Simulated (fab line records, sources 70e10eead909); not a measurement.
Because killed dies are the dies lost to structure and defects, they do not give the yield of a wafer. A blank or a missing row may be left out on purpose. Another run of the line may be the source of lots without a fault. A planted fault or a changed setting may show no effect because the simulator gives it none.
Matching of chambers + flow nand harc + NHARC_P_CONTACT_CMP_24 on cmp-03 has 4 sister chambers
The step polishes, t overpolish 30 s, target thk 200 nm. 8 wafers are shown with their chamber, then 7 later ones without.

EACH WAFER AND ITS CHAMBER
| wafer  | chamber | motor current A (A) | time to endpoint s (s) |
|--------|---------|---------------------|------------------------|
| L081.2 | 2       | 12.2                | 42.3                   |
| L087.2 | 3       | 10.7                | 43.9                   |
| L087.5 | 0       | 13.4                | 38.0                   |
| L088.1 | 1       | 10.5                | 42.6                   |
| L088.4 | 0       | 14.2                | 39.6                   |
| L088.5 | 3       | 10.3                | 41.7                   |
| L091.2 | 2       | 11.6                | 40.9                   |
| L091.3 | 1       | 10.9                | 42.6                   |

WAFERS WITHOUT THEIR CHAMBER
| wafer  | motor current A (A) | time to endpoint s (s) |
|--------|---------------------|------------------------|
| L091.6 | 11.4                | 40.6                   |
| L095.2 | 10.9                | 40.4                   |
| L095.3 | 13.3                | 35.5                   |
| L095.5 | 11.2                | 39.3                   |
| L096.3 | 10.9                | 41.2                   |
| L096.5 | 10.4                | 40.9                   |
| L096.6 | 11.9                | 39.0                   |

WHICH CHAMBER EACH ONE RAN IN
| wafer  | from the rows above          | in truth |
|--------|------------------------------|----------|
| L091.6 | can't be placed: 2 or 1 or 3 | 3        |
| L095.2 | can't be placed: 1 or 3 or 2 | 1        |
| L095.3 | 0                            | 0        |
| L095.5 | can't be placed: 2 or 1 or 3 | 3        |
| L096.3 | can't be placed: 1 or 3 or 2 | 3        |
| L096.5 | can't be placed: 1 or 3      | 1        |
| L096.6 | 2                            | 2        |
Placed correctly: 2 of 7. Can't be placed from these rows: 5 (the true chamber is among the candidates in 5). Placed wrongly: 0.
How it was worked out, from the rows above alone: a wafer's distance from a chamber is the root of the sum, over the readings, of the square of ((its reading less the chamber's mean) divided by the reading's scatter). The wafer belongs to the nearest chamber; if the next one is less than 2 further off, it can't be placed. A chamber's mean is the mean of its shown wafers. How the scatter is found: for the shown wafers, subtract from each reading the mean of its chamber, square and add these, divide the total by (wafers less chambers), then take the root.
